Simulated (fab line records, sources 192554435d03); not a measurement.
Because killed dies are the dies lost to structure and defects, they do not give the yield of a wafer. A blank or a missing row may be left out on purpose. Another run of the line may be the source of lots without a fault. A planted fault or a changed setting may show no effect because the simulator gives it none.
Matching of chambers / flow n5_finfet / rie_diel-04 running N5_DUMMY_GATE_STRIP_40: 4 sister chambers
The step strips in CF4. 20 wafers are shown with their chamber, then 10 later ones without.

## WAFERS PAIRED WITH THEIR CHAMBERS
wafer=L080.2; chamber=1; drypump_motor_current_A (A)=5.3; showerhead_plenum_p_Torr (Torr)=1.76; throttle_valve_pct (%)=13.78
wafer=L080.4; chamber=1; drypump_motor_current_A (A)=5.4; showerhead_plenum_p_Torr (Torr)=1.76; throttle_valve_pct (%)=13.78
wafer=L080.5; chamber=0; drypump_motor_current_A (A)=5.9; showerhead_plenum_p_Torr (Torr)=1.79; throttle_valve_pct (%)=13.29
wafer=L081.1; chamber=2; drypump_motor_current_A (A)=6.4; showerhead_plenum_p_Torr (Torr)=1.85; throttle_valve_pct (%)=13.56
wafer=L081.4; chamber=0; drypump_motor_current_A (A)=5.9; showerhead_plenum_p_Torr (Torr)=1.79; throttle_valve_pct (%)=13.31
wafer=L081.5; chamber=1; drypump_motor_current_A (A)=5.4; showerhead_plenum_p_Torr (Torr)=1.76; throttle_valve_pct (%)=13.78
wafer=L084.2; chamber=2; drypump_motor_current_A (A)=6.4; showerhead_plenum_p_Torr (Torr)=1.84; throttle_valve_pct (%)=13.57
wafer=L084.3; chamber=3; drypump_motor_current_A (A)=5.7; showerhead_plenum_p_Torr (Torr)=1.85; throttle_valve_pct (%)=13.55
wafer=L084.5; chamber=0; drypump_motor_current_A (A)=5.9; showerhead_plenum_p_Torr (Torr)=1.79; throttle_valve_pct (%)=13.31
wafer=L087.2; chamber=2; drypump_motor_current_A (A)=6.4; showerhead_plenum_p_Torr (Torr)=1.84; throttle_valve_pct (%)=13.57
wafer=L087.3; chamber=0; drypump_motor_current_A (A)=5.9; showerhead_plenum_p_Torr (Torr)=1.78; throttle_valve_pct (%)=13.33
wafer=L087.5; chamber=3; drypump_motor_current_A (A)=5.7; showerhead_plenum_p_Torr (Torr)=1.84; throttle_valve_pct (%)=13.59
wafer=L088.1; chamber=2; drypump_motor_current_A (A)=6.3; showerhead_plenum_p_Torr (Torr)=1.84; throttle_valve_pct (%)=13.59
wafer=L088.4; chamber=2; drypump_motor_current_A (A)=6.3; showerhead_plenum_p_Torr (Torr)=1.84; throttle_valve_pct (%)=13.57
wafer=L088.5; chamber=3; drypump_motor_current_A (A)=5.7; showerhead_plenum_p_Torr (Torr)=1.84; throttle_valve_pct (%)=13.57
wafer=L089.1; chamber=2; drypump_motor_current_A (A)=6.3; showerhead_plenum_p_Torr (Torr)=1.84; throttle_valve_pct (%)=13.58
wafer=L089.5; chamber=2; drypump_motor_current_A (A)=6.4; showerhead_plenum_p_Torr (Torr)=1.84; throttle_valve_pct (%)=13.58
wafer=L089.6; chamber=3; drypump_motor_current_A (A)=5.7; showerhead_plenum_p_Torr (Torr)=1.84; throttle_valve_pct (%)=13.59
wafer=L090.1; chamber=3; drypump_motor_current_A (A)=5.7; showerhead_plenum_p_Torr (Torr)=1.84; throttle_valve_pct (%)=13.57
wafer=L090.3; chamber=1; drypump_motor_current_A (A)=5.4; showerhead_plenum_p_Torr (Torr)=1.75; throttle_valve_pct (%)=13.20

SIGNATURES (averages over the wafers above)
reading=drypump_motor_current_A; chamber 0=5.900; chamber 1=5.375; chamber 2=6.357; chamber 3=5.700; scatter within a chamber=0.0392
reading=showerhead_plenum_p_Torr; chamber 0=1.7875; chamber 1=1.7575; chamber 2=1.8414; chamber 3=1.8420; scatter within a chamber=0.00444
reading=throttle_valve_pct; chamber 0=13.3100; chamber 1=13.6350; chamber 2=13.5743; chamber 3=13.5740; scatter within a chamber=0.126
Rule: for a wafer and a chamber, the distance is found by dividing, reading by reading, the gap between the wafer's reading and the chamber's mean by the reading's scatter, squaring, summing and taking the root. The wafer belongs to the nearest chamber; if the next one is less than 2 further off, it can't be placed. The scatter: the root of (the sum of the squares of (reading less its chamber's mean) over the shown wafers, divided by (wafers less chambers)).

## WAFERS WITH NO CHAMBER GIVEN
wafer=L090.5; drypump_motor_current_A (A)=5.9; showerhead_plenum_p_Torr (Torr)=1.78; throttle_valve_pct (%)=13.34
wafer=L094.1; drypump_motor_current_A (A)=5.7; showerhead_plenum_p_Torr (Torr)=1.84; throttle_valve_pct (%)=13.62
wafer=L094.5; drypump_motor_current_A (A)=6.3; showerhead_plenum_p_Torr (Torr)=1.84; throttle_valve_pct (%)=13.61
wafer=L094.6; drypump_motor_current_A (A)=5.7; showerhead_plenum_p_Torr (Torr)=1.84; throttle_valve_pct (%)=13.61
wafer=L095.2; drypump_motor_current_A (A)=5.9; showerhead_plenum_p_Torr (Torr)=1.78; throttle_valve_pct (%)=13.37
wafer=L095.4; drypump_motor_current_A (A)=5.3; showerhead_plenum_p_Torr (Torr)=1.75; throttle_valve_pct (%)=13.20
wafer=L095.6; drypump_motor_current_A (A)=5.3; showerhead_plenum_p_Torr (Torr)=1.75; throttle_valve_pct (%)=13.22
wafer=L096.1; drypump_motor_current_A (A)=5.7; showerhead_plenum_p_Torr (Torr)=1.84; throttle_valve_pct (%)=13.60
wafer=L096.5; drypump_motor_current_A (A)=6.4; showerhead_plenum_p_Torr (Torr)=1.84; throttle_valve_pct (%)=13.62
wafer=L096.6; drypump_motor_current_A (A)=5.7; showerhead_plenum_p_Torr (Torr)=1.84; throttle_valve_pct (%)=13.60

## THE CHAMBER EACH PASSED THROUGH
wafer=L090.5; from the rows above=0; in truth=0
wafer=L094.1; from the rows above=3; in truth=3
wafer=L094.5; from the rows above=2; in truth=2
wafer=L094.6; from the rows above=3; in truth=3
wafer=L095.2; from the rows above=0; in truth=0
wafer=L095.4; from the rows above=1; in truth=1
wafer=L095.6; from the rows above=1; in truth=1
wafer=L096.1; from the rows above=3; in truth=3
wafer=L096.5; from the rows above=2; in truth=2
wafer=L096.6; from the rows above=3; in truth=3
Correct placement for 10 of the 10. Can't be placed from these rows: 0. 0 placed wrongly.
